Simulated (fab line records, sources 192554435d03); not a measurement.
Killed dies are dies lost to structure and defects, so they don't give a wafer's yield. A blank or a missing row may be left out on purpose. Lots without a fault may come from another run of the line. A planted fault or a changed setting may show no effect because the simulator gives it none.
fab line records | flow n5_finfet
record lots=12 wafers=36 last_day=19
route steps=1938 shown BEOL_M0@740 PAD_METAL@1894 PASSIVATION@1910
lots that met no fault: from a run of the same line without faults
start_h: hours from the record's first day to the start of the lot's first wafer shown | wait_h: hours since the lot's step before | " the same as in the row above | L1.1+2: a row that stands for several wafers | - no value, or no start given | * or withheld: withheld | < > ~ a bound
route shown NAME@n: a module of which the file shows steps, and the number in the route of the first | usual: mean/standard deviation of fault-free wafers | same: alike in all rows | chamber/n: place in a boat | sites: the reading at each site | _std_site: their standard deviation | _edge_site: outer sites' mean less inner sites' | radius_mm: how far each site lies from the wafer's centre | mask NAME#n: copy n | behind: the tool/chamber that last shaped the wafer | hold: why the lot was held/for how many hours/how that ended | device: the transistor (n, p or np) that didn't switch | end of line: the same wafers' tests at the end of the route | a step without rows: its recipe alone | killed: dies lost to structure and defects at the first sort, not the wafer's yield | map: a wafer's dies, x killed, . not, _ none there
set.NAME: the setting as run; set.NAME@STEP: as run at that earlier step | model.NAME: the simulator's own value behind a step, which no gauge read
steps of the route over a sample of lots; a table a step, a row a wafer
services: from which hour (start_h, from the record's first day; less than 0 if before it) a tool's chamber was out of use, for how many hours, and why
## steps
# step N5_BEOL_M0_SPUTTER_141
# recipe material=Cu target_thk_a=40 temp_c=-20 chamber_pressure_pa=0.07 power_w=withheld time_s=7.37
# usual susceptor_temp_C=-19.98/0.1 throttle_valve_pct=30.6/1
# columns lot.wafer tool chamber start_h wait_h susceptor_temp_C throttle_valve_pct
L416.2 pvd_sputter-03 - 129.09 0.0 -19.90 28.8
L416.3 " - " " -19.89 30.5
L416.6 " - " " -19.90 30.2
L418.1 pvd_sputter-02 - 132.18 0.0 -20.18 32.3
L418.4 " - " " -20.11 31.6
L418.5 " - " " -20.20 31.4
L420.1 pvd_sputter-01 - 153.52 0.0 -20.08 30.8
L420.2 " - " " -19.97 32.2
L420.3 " - " " -20.02 31.0
L421.2 pvd_sputter-03 - 157.63 0.0 -20.05 31.5
L421.4 " - " " -19.85 30.3
L421.6 " - " " -20.01 31.3
L422.1 pvd_sputter-02 - 164.55 0.0 -20.01 31.5
L422.2 " - " " -19.91 32.4
L422.6 " - " " -19.92 31.4
L424.4 pvd_sputter-01 - 168.87 0.0 -19.81 29.9
L424.5 " - " " -20.02 30.6
L424.6 " - " " -19.76 29.6
L425.2 pvd_sputter-03 - 177.80 0.0 -20.10 28.8
L425.3 " - " " -19.77 30.9
L425.5 " - " " -20.00 31.5
L426.1 pvd_sputter-03 - 180.85 0.0 -19.93 30.4
L426.4 " - " " -20.05 30.7
L426.6 " - " " -19.82 30.7
L427.2 pvd_sputter-03 - 187.88 0.0 -20.06 28.8
L427.3 " - " " -19.96 31.2
L427.6 " - " " -20.06 31.3
L430.2 pvd_sputter-01 - 202.06 0.0 -19.92 30.9
L430.5 " - " " -20.18 29.5
L430.6 " - " " -19.99 30.5
L435.1 pvd_sputter-02 - 237.28 0.0 -19.84 30.2
L435.2 " - " " -19.75 30.2
L435.4 " - " " -19.95 31.5
L439.1 pvd_sputter-03 - 269.35 0.0 -20.11 31.5
L439.5 " - " " -20.02 28.7
L439.6 " - " " -19.91 31.2
# step N5_PASSIVATION_PRE_CLEAN_19
# recipe gas=H2/He time_s=* temp_c=*
# usual heater_power_w=475/64 susceptor_temp_C=*
# columns lot.wafer tool chamber start_h wait_h heater_power_w susceptor_temp_C
L416.2 pvd_sputter-01 - 310.77 0.0 314 *
L416.3 " - " " 486 *
L416.6 " - " " 319 *
L418.1 pvd_sputter-02 - 310.81 0.0 457 *
L418.4 " - " " 575 *
L418.5 " - " " 469 *
L420.1 pvd_sputter-03 - 325.90 0.0 516 *
L420.2 " - " " 415 *
L420.3 " - " " 465 *
L421.2 pvd_sputter-03 - 327.06 0.0 467 *
L421.4 " - " " 414 *
L421.6 " - " " 520 *
L424.4 pvd_sputter-03 - 331.88 0.0 426 *
L424.5 " - " " 415 *
L424.6 " - " " 516 *
L422.1 pvd_sputter-01 - 346.86 0.0 502 *
L422.2 " - " " 468 *
L422.6 " - " " 318 *
L425.2 pvd_sputter-02 - 349.62 0.0 464 *
L425.3 " - " " 586 *
L425.5 " - " " 581 *
L426.1 pvd_sputter-01 - 356.78 0.0 310 *
L426.4 " - " " 490 *
L426.6 " - " " 472 *
L427.2 pvd_sputter-01 - 357.12 0.0 516 *
L427.3 " - " " 308 *
L427.6 " - " " 468 *
L430.2 pvd_sputter-03 - 378.77 0.0 468 *
L430.5 " - " " 468 *
L430.6 " - " " 403 *
L435.1 pvd_sputter-02 - 414.86 0.0 444 *
L435.2 " - " " 506 *
L435.4 " - " " 480 *
L439.1 pvd_sputter-02 - 452.07 0.0 513 *
L439.5 " - " " 515 *
L439.6 " - " " 450 *
# step N5_PASSIVATION_ETCH_59
# recipe chemistry=Cl2/BCl3 target=TaN target_depth_a=650 time_s=34.9 ion_energy_ev=100 pressure_mtorr=10 icp_w=900 bias_w=100 Cl2_flow_sccm=60 bcl3_flow_sccm=30
# usual drypump_motor_current_A=5.7/0.47 oes_product_au=0.82/0.065 throttle_valve_pct=20.96/0.21
# columns lot.wafer tool chamber start_h wait_h drypump_motor_current_A oes_product_au rf_hours_counter_h throttle_valve_pct
L416.2 rie_metal-01 0 314.51 0.3 6.1 0.96 4 20.64
L416.3 " 0 " " 6.1 0.96 - 20.64
L416.6 " 1 " " 5.0 0.95 - 20.84
L418.1 rie_metal-03 0 314.57 0.3 6.4 0.81 34 21.26
L418.4 " 0 " " 6.4 0.79 - 21.27
L418.5 " 0 " " 6.4 0.79 - 21.26
L420.1 rie_metal-01 1 327.27 0.3 4.9 0.94 3 20.87
L420.2 " 0 " " 6.1 0.94 5 20.67
L420.3 " 0 " " 6.1 0.95 - 20.67
L421.2 rie_metal-02 1 328.38 0.3 5.7 0.74 52 20.79
L421.4 " 1 " " 5.7 0.74 - 20.79
L421.6 " 0 " " 5.4 0.80 - 21.17
L424.4 rie_metal-02 1 333.87 0.4 5.7 0.74 - 20.80
L424.5 " 1 " " 5.8 0.74 - 20.78
L424.6 " 1 " " 5.8 0.74 - 20.79
L422.1 rie_metal-03 1 348.18 0.3 5.5 0.85 27 20.84
L422.2 " 0 " " 6.4 0.80 37 21.28
L422.6 " 0 " " 6.4 0.80 - 21.26
L425.2 rie_metal-02 1 350.93 0.3 5.7 0.74 56 20.81
L425.3 " 1 " " 5.7 0.73 - 20.80
L425.5 " 1 " " 5.7 0.73 - 20.78
L426.1 rie_metal-03 1 357.96 0.3 5.4 0.85 28 20.84
L426.4 " 0 " " 6.4 0.79 - 21.25
L426.6 " 0 " " 6.4 0.79 - 21.25
L427.2 rie_metal-02 0 358.43 0.3 5.4 0.79 29 21.18
L427.3 " 1 " " 5.7 0.73 - 20.79
L427.6 " 1 " " 5.7 0.73 - 20.79
L430.2 rie_metal-03 0 380.10 0.3 6.4 0.79 39 21.28
L430.5 " 0 " " 6.4 0.78 - 21.29
L430.6 " 1 " " 5.5 0.84 - 20.86
L435.1 rie_metal-03 1 416.33 0.3 5.5 0.82 33 20.88
L435.2 " 0 " " 6.4 0.78 42 21.27
L435.4 " 1 " " 5.5 0.83 - 20.88
L439.1 rie_metal-02 1 453.61 0.3 5.7 0.71 65 20.82
L439.5 " 1 " " 5.7 0.71 - 20.84
L439.6 " 0 " " 5.4 0.77 - 21.19
# step N5_PASSIVATION_PROBE_49
# usual defect_limited_yield=91.1/1.4 killed_at_M0_to_M3=36/11 killed_at_M4_up=14/5.2 killed_at_contacts=12/6.1 killed_at_front_end=40/12 killed_at_other=3.2/2.5 killed_dies=105/16 killed_on_rim=14/4.4 killed_open=68/12 killed_short=35/8.7 sort_bin_5_function=5.2/0.89 sort_bin_6_memory=3.3/0.66 sort_n_pass=1074/16 sort_yield_pct=91.1/1.4
# same gross_dies=1180 killed_at_back_side=0 sort_bin_4_leakage[%]=0 sort_bin_8_speed[%]=0
# columns lot.wafer tool chamber start_h wait_h defect_limited_yield[%] killed_at_M0_to_M3 killed_at_M4_up killed_at_contacts killed_at_front_end killed_at_other killed_dies killed_on_rim killed_open killed_short sort_bin_5_function[%] sort_bin_6_memory[%] sort_n_pass sort_yield_pct[%]
L422.1 prober-02 - 352.72 0.0 89.8 41 13 21 43 2 120 12 77 40 6.3 3.4 1060 89.8
L422.2 prober-02 - 352.77 0.1 90.6 36 14 19 39 3 111 13 79 30 5.5 3.6 1069 90.6
L422.6 prober-02 - 352.97 0.3 92.3 33 14 4 36 4 91 14 54 33 3.6 3.5 1089 92.3
L425.2 prober-01 - 355.28 0.1 93.7 9 18 5 40 2 74 9 39 28 3.5 1.9 1106 93.7
L425.5 prober-01 - 355.43 0.2 92.5 21 4 16 43 5 89 12 53 30 5.0 2.2 1091 92.5
L426.1 prober-02 - 362.48 0.0 91.8 26 15 12 35 9 97 4 61 32 5.0 2.9 1083 91.8
L426.4 prober-02 - 362.63 0.2 93.6 27 10 10 26 2 75 1 42 27 3.7 2.2 1105 93.6
L426.6 prober-02 - 362.73 0.3 91.4 47 8 11 25 10 101 12 67 30 5.4 2.6 1079 91.4
L427.2 prober-01 - 362.97 0.1 82.4 120 22 15 42 9 208 16 64 34 11.2 4.2 972 82.4
L427.3 prober-01 - 363.02 0.1 91.0 25 11 15 54 1 106 14 61 38 4.8 3.6 1074 91.0
L427.6 prober-01 - 363.17 0.3 91.1 24 16 26 39 0 105 24 66 32 4.6 3.3 1075 91.1
L439.1 prober-01 - 459.12 0.0 89.2 34 6 23 63 2 128 16 72 54 5.9 4.3 1052 89.2
L439.5 prober-01 - 459.32 0.2 90.3 25 12 13 65 0 115 13 78 36 5.8 3.6 1065 90.3
L439.6 prober-01 - 459.37 0.3 90.5 33 14 12 51 2 112 16 73 34 5.3 3.6 1068 90.5
# killed by level:class
L422.1 STI_FIN_REVEAL:geometric_particle:open=16 MOL_CONTACT_COAG:geometric_particle:open=15 BEOL_M0_SAQP:geometric_particle:short=10 BEOL_M2:geometric_particle:open=8 FIN_SAQP:geometric_particle:short=7 DUMMY_GATE:geometric_particle:open=7 BEOL_M0_SAQP:geometric_particle:open=7 BEOL_M3:geometric_particle:open=7
L422.2 STI_FIN_REVEAL:geometric_particle:open=14 MOL_CONTACT_COAG:geometric_particle:open=13 BEOL_M0_SAQP:geometric_particle:open=10 FIN_SAQP:geometric_particle:short=8 BEOL_M4:geometric_particle:open=6 BEOL_M1:geometric_particle:open=6 BEOL_M3:geometric_particle:open=6 MOL_CONTACT_COAG:geometric_particle:short=5
L422.6 STI_FIN_REVEAL:geometric_particle:open=10 BEOL_M3:geometric_particle:short=9 BEOL_M4:geometric_particle:open=7 FIN_SAQP:geometric_particle:open=6 BEOL_M0_SAQP:geometric_particle:short=6 BEOL_M3:geometric_particle:open=6 DUMMY_GATE:geometric_particle:open=5 MOL_CONTACT_COAG:geometric_particle:open=4
L425.2 FIN_SAQP:geometric_particle:short=8 FIN_SAQP:geometric_particle:open=8 BEOL_M4:geometric_particle:short=8 STI_FIN_REVEAL:geometric_particle:open=4 DUMMY_GATE:geometric_particle:open=4 DUMMY_GATE:geometric_particle:short=4 MOL_CONTACT_COAG:geometric_particle:open=4 BEOL_M4:geometric_particle:open=4
L425.5 MOL_CONTACT_COAG:geometric_particle:open=15 FIN_SAQP:geometric_particle:short=9 STI_FIN_REVEAL:geometric_particle:open=6 DUMMY_GATE:geometric_particle:open=4 BEOL_M0:geometric_particle:open=4 BEOL_M3:geometric_particle:open=4 HKMG_FIN:area_etch=4 STI_FIN_REVEAL:geometric_particle:short=3
L426.1 FIN_SAQP:geometric_particle:short=9 BEOL_M2:geometric_particle:open=9 MOL_CONTACT_COAG:geometric_particle:open=8 FIN_SAQP:geometric_particle:open=7 BEOL_M5:geometric_particle:open=6 STARTING-WAFER:geometric_particle:short=5 BEOL_M0_SAQP:geometric_particle:short=5 PASS1_DEP:geometric_particle:open=5
L426.4 MOL_CONTACT_COAG:geometric_particle:open=9 FIN_SAQP:geometric_particle:open=6 BEOL_M0_SAQP:geometric_particle:short=6 FIN_SAQP:geometric_particle:short=4 BEOL_M0_SAQP:geometric_particle:open=4 ILD0:geometric_particle:short=3 GATE_CUT:geometric_particle:open=3 BEOL_M0:geometric_particle:open=3
L426.6 BEOL_M0_SAQP:geometric_particle:open=16 BEOL_M2:geometric_particle:open=13 BEOL_M0_SAQP:geometric_particle:short=9 MOL_CONTACT_COAG:geometric_particle:open=7 FIN_SAQP:geometric_particle:open=6 STARTING-WAFER:geometric_particle:short=4 PASS1_CAP:geometric_particle:short=4 MOL_CONTACT_COAG:geometric_particle:short=3
L427.2 BEOL_M0:unspecified=102 BEOL_M4:geometric_particle:open=13 MOL_CONTACT_COAG:geometric_particle:open=12 FIN_SAQP:geometric_particle:short=8 DUMMY_GATE:geometric_particle:open=6 BEOL_M3:geometric_particle:open=5 PAD_METAL:geometric_particle:short=5 BEOL_M0_SAQP:geometric_particle:open=4
L427.3 FIN_SAQP:geometric_particle:short=19 MOL_CONTACT_COAG:geometric_particle:open=14 BEOL_M3:geometric_particle:open=13 FIN_SAQP:geometric_particle:open=9 GATE_CUT:geometric_particle:short=5 BEOL_M4:geometric_particle:open=5 HKMG_FIN:area_etch=5 BEOL_M0_SAQP:geometric_particle:open=4
L427.6 MOL_CONTACT_COAG:geometric_particle:open=20 BEOL_M0_SAQP:geometric_particle:short=7 BEOL_M4:geometric_particle:open=7 HKMG_FIN:area_etch=7 FIN_SAQP:geometric_particle:short=6 MOL_CONTACT_COAG:geometric_particle:short=6 BEOL_M3:geometric_particle:open=6 STI_FIN_REVEAL:geometric_particle:open=5
L439.1 FIN_SAQP:geometric_particle:short=20 MOL_CONTACT_COAG:geometric_particle:open=18 FIN_SAQP:geometric_particle:open=14 GATE_CUT:geometric_particle:short=10 BEOL_M0_SAQP:geometric_particle:open=8 BEOL_M1:geometric_particle:open=7 DUMMY_GATE:geometric_particle:open=7 BEOL_M0_SAQP:geometric_particle:short=7
L439.5 FIN_SAQP:geometric_particle:open=24 GATE_CUT:geometric_particle:short=10 MOL_CONTACT_COAG:geometric_particle:open=10 BEOL_M4:geometric_particle:open=9 FIN_SAQP:geometric_particle:short=8 DUMMY_GATE:geometric_particle:open=6 BEOL_M3:geometric_particle:open=6 BEOL_M3:geometric_particle:short=6
L439.6 FIN_SAQP:geometric_particle:open=16 MOL_CONTACT_COAG:geometric_particle:open=11 BEOL_M2:geometric_particle:open=7 BEOL_M3:geometric_particle:short=7 DUMMY_GATE:geometric_particle:open=6 BEOL_M3:geometric_particle:open=6 FIN_SAQP:geometric_particle:short=5 GATE_CUT:geometric_particle:short=5
## services
# columns tool chamber start_h hours kind
rie_metal-03 - 119.08 2.8 pm
pvd_sputter-03 - 168.35 2.5 repair
rie_metal-01 - 238.53 0.7 repair
pvd_sputter-03 - 256.81 10.5 repair
rie_metal-01 0 257.63 - clean
rie_metal-01 0 257.63 19.7 scheduled_down
rie_metal-01 0 257.63 19.7 vent_cycle
rie_metal-01 1 277.35 - clean
rie_metal-01 1 277.35 10.3 scheduled_down
rie_metal-01 1 277.35 10.3 vent_cycle
rie_metal-01 - 308.64 2.8 pm
rie_metal-02 0 330.54 9.5 repair
rie_metal-01 0 359.58 12.0 repair
pvd_sputter-02 - 394.73 1.5 repair
rie_metal-03 - 424.12 3.1 repair
pvd_sputter-03 - 440.43 2.1 repair
rie_metal-02 - 448.91 2.8 pm
rie_metal-03 1 451.05 6.0 repair
## key
first_sign step=N5_PASSIVATION_PROBE_49 reading=killed_at_M0_to_M3 direction=up sigmas=7.9 usual=36 struck=120
effect step=N5_PASSIVATION_PROBE_49 reading=killed_dies direction=up sigmas=6.2 usual=105 struck=208
more_kills_born_at N5_BEOL_M0_SPUTTER_141@pvd_sputter-03=102
met_at N5_BEOL_M0_SPUTTER_141
struck_lots L427
struck_wafers L427.2
not_acting_at N5_PASSIVATION_PRE_CLEAN_19,N5_PASSIVATION_ETCH_59
onset_between 177.80 187.88
fault kind=chamber_particle_source tool=pvd_sputter-03 chamber=- onset_h=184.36 steps=N5_BEOL_M0_SPUTTER_141 rate_per_visit_cm2=0.50816 end_h=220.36 scope=struck_wafers_only
